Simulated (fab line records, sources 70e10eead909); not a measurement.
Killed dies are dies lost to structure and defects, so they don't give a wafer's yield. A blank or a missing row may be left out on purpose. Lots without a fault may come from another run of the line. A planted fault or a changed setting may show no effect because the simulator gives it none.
Chamber matching | flow nand_harc | NHARC_A_STAIRCASE_CMP_472 on cmp-01: 4 sister chambers
The step polishes SiO2. 8 wafers are shown with their chamber, then 7 later ones without.

WAFERS WITH THEIR CHAMBER
wafer  | chamber | motor_current_A (A) | retaining_ring_pressure_frac
L080.3 | 1       | 12.4                | 0.995
L082.6 | 0       | 13.7                | 1.009
L088.2 | 3       | 11.0                | 1.000
L090.1 | 1       | 12.3                | 1.003
L090.3 | 2       | 11.0                | 0.994
L090.5 | 2       | 12.1                | 0.993
L091.4 | 0       | 13.6                | 1.001
L091.5 | 3       | 10.8                | 1.000

WAFERS WITHOUT THEIR CHAMBER
wafer  | motor_current_A (A) | retaining_ring_pressure_frac
L091.6 | 13.0                | 1.004
L095.1 | 11.2                | 0.997
L095.2 | 12.7                | 0.999
L095.3 | 11.2                | 0.999
L096.2 | 13.6                | 1.003
L096.5 | 11.5                | 0.994
L096.6 | 11.9                | 1.002

WHICH CHAMBER EACH WENT THROUGH
wafer  | from the rows above          | in truth
L091.6 | can't be placed: 0 or 1      | 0
L095.1 | can't be placed: 3 or 2 or 1 | 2
L095.2 | can't be placed: 1 or 0      | 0
L095.3 | can't be placed: 3 or 2      | 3
L096.2 | 0                            | 0
L096.5 | can't be placed: 2 or 3      | 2
L096.6 | can't be placed: 1 or 2 or 3 | 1
Placed correctly: 1 of 7. Can't be placed from these rows: 6 (the true chamber is among the candidates in 6). Placed wrongly: 0.
How it was worked out, from the rows above alone: a wafer's distance from a chamber is the root of the sum, over the readings, of the square of ((its reading less the chamber's mean) divided by the reading's scatter). The wafer belongs to the nearest chamber; if the next one is less than 2 further off, it can't be placed. A chamber's mean is the mean of its shown wafers. The scatter: the root of (the sum of the squares of (reading less its chamber's mean) over the shown wafers, divided by (wafers less chambers)).
